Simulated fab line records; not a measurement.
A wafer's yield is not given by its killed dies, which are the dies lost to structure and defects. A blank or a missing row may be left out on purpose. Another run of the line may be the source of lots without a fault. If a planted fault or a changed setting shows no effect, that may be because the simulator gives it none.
A struck lot beside a sound one	flow n5_finfet	39 steps out of a route of 1938
Sound: wafers L310.1, L310.4, L310.6. The struck wafers were L303.1, L303.2, L303.3. At the end, the cause is stated.
At each step with rows: each side's tool, then ch and its chambers, then its first start. Under that, the readings that differ: sound wafers	struck wafers	difference of the means	sigmas: that difference in standard deviations of wafers without a fault.
alike: words and numbers the same on both sides, and readings whose means are apart by under 2 such deviations; not compared: readings that were withheld, readings missing a value for some wafer, numbers with overlapping values and no deviation given by the record, and bounds like >300 which may hide the same value.
Wherever a step has rows on one side only, a row that says differs or no value, or a row with sigmas, the two part there. When numbers do not overlap yet have no deviation, they are printed without sigmas and do not part them. A reading missing from all wafers of one side parts the sides only when that side holds two or more wafers.

first, 9 steps without rows for these wafers: N5_BEOL_M0_CUTY_EXPOSE_54 (exposes mask M0 ABLK); N5_BEOL_M0_CUTY_PEB_55 (peb time 60 s); N5_BEOL_M0_CUTY_DEVELOP_56 (develop time 30 s); N5_BEOL_M0_CUTY_DESCUM_61 (chemistry O2, time 7.9 s); N5_BEOL_M0_CUTY_ETCH_62 (etches SiARC in CF4, time 58.5 s); N5_BEOL_M0_CUTY_ETCH_63 (etches SOC in N2/H2, target depth 82.7 nm, overetch 16.5 nm, time 124 s); N5_BEOL_M0_CUTY_STRIP_64 (strips in N2/H2); N5_BEOL_M0_ETCH_138 (etches SiCN in CH3F/O2, target depth 12 nm, time 31.6 s); N5_BEOL_M0_HM_OPEN_105 (chemistry Cl2/BCl3, target TiN, target depth 12 nm).
N5_BEOL_M0_STRIP_140: strips in CF4.
  sound on rie_diel-01 ch 0,1,3, day 11 01:27; struck on rie_diel-05 ch 0,2,3, day 9 13:41
  no value came back on the struck wafers for any of 9 readings (bias_power_w (W), cf4_flow_sccm (sccm) and others); on the sound wafers bias_power_w (W) reads 75.20 75.09 74.96
  not compared: rf_hours_counter_h
then, 27 steps without rows for these wafers: N5_BEOL_M0_STRIP_104 (strips in N2/H2); N5_BEOL_M0_WET_ETCH_106 (etches SiO2 in DHF, target depth 130 nm, rinse time 30 s); N5_BEOL_M0_ETCH_128 (etches SiCN in CF4/N2, target depth 12 nm, overetch 5.1 nm, time 21.4 s); N5_BEOL_M0_TRENCH_ETCH_107 (etches SiOC in C4F6/O2, target depth 32.8 nm, time 16.4 s); N5_BEOL_M0_STRIP_142 (strips in N2/H2, time 10 s); N5_BEOL_M0_HM_STRIP_129 (strips TiN in peroxide tin strip, target depth 17 nm, time 108 s); N5_BEOL_M0_SRD_130 (time 30 s); N5_BEOL_M0_ETCH_109 (etches SiCN in CH3F/O2, target depth 8 nm, overetch 2.4 nm, time 27.4 s); N5_BEOL_M0_STRIP_139 (strips in post etch residue remover, time 60 s); N5_BEOL_M0_SRD_111 (time 30 s); N5_BEOL_M0_DEGAS_112 (time 60 s); N5_BEOL_M0_PRE_CLEAN_113 (time 30 s); N5_BEOL_M0_ALD_136 (deposits TaN, pulse time 2 s, purge time 3 s, co reactant purge time 2 s); N5_BEOL_M0_SURFACE_TREAT_137; N5_BEOL_M0_CVD_115 (deposits Co from CCTBA/H2, time 120 s); N5_BEOL_M0_SPUTTER_116 (material Cu, target thk 4 nm, time 7.37 s); N5_BEOL_M0_ANNEAL_117 (time 60 s); N5_BEOL_M0_SPUTTER_132 (material Cu, target thk 4 nm, time 7.37 s); N5_BEOL_M0_ANNEAL_133 (time 60 s); N5_BEOL_M0_SPUTTER_134 (material Cu, target thk 4 nm, time 7.37 s); N5_BEOL_M0_ANNEAL_135 (time 60 s); N5_BEOL_M0_SPUTTER_141 (material Cu, target thk 4 nm, time 7.37 s); N5_BEOL_M0_ECD_118 (material Cu, target thk 300 nm); N5_BEOL_M0_ANNEAL_119 (time 90 s); N5_BEOL_M0_CMP_120 (polishes, stops on SiOC, t overpolish 6.9 s); N5_BEOL_M0_PRE_CLEAN_131 (time 15 s); N5_BEOL_M0_CO_CAP_123 (material Co, precursor CCTBA/H2, target thk 2 nm, time 102.1 s).
N5_BEOL_M4_RC_MEAS_101:
  sound on prober-02 ch 0, day 13 06:05; struck on prober-01 ch 0, day 11 13:05
reading	sound	struck	difference	sigmas
VT_P (mV)	-248 -249 -247	-253 -256 -256	-7	-2
  alike: DIBL_N, DIBL_P, IOFF_N, IOFF_P, ION_N, ION_P, SS_N, SS_P, VT_N
-- a jump in the record: the struck wafers' starts before and after are 4 days apart (it breaks off in module BEOL_M4 and resumes in module PASSIVATION, where the first step shown is number 1936 of the route) --
N5_PASSIVATION_PROBE_49:
  rows exist in the record for the struck wafers here (prober-01, day 15 12:35), but not for the sound ones

WHERE THEY PART
Last at N5_PASSIVATION_PROBE_49 as far as this record goes, first at N5_BEOL_M0_STRIP_140.

WHY: what had been put in by the simulator
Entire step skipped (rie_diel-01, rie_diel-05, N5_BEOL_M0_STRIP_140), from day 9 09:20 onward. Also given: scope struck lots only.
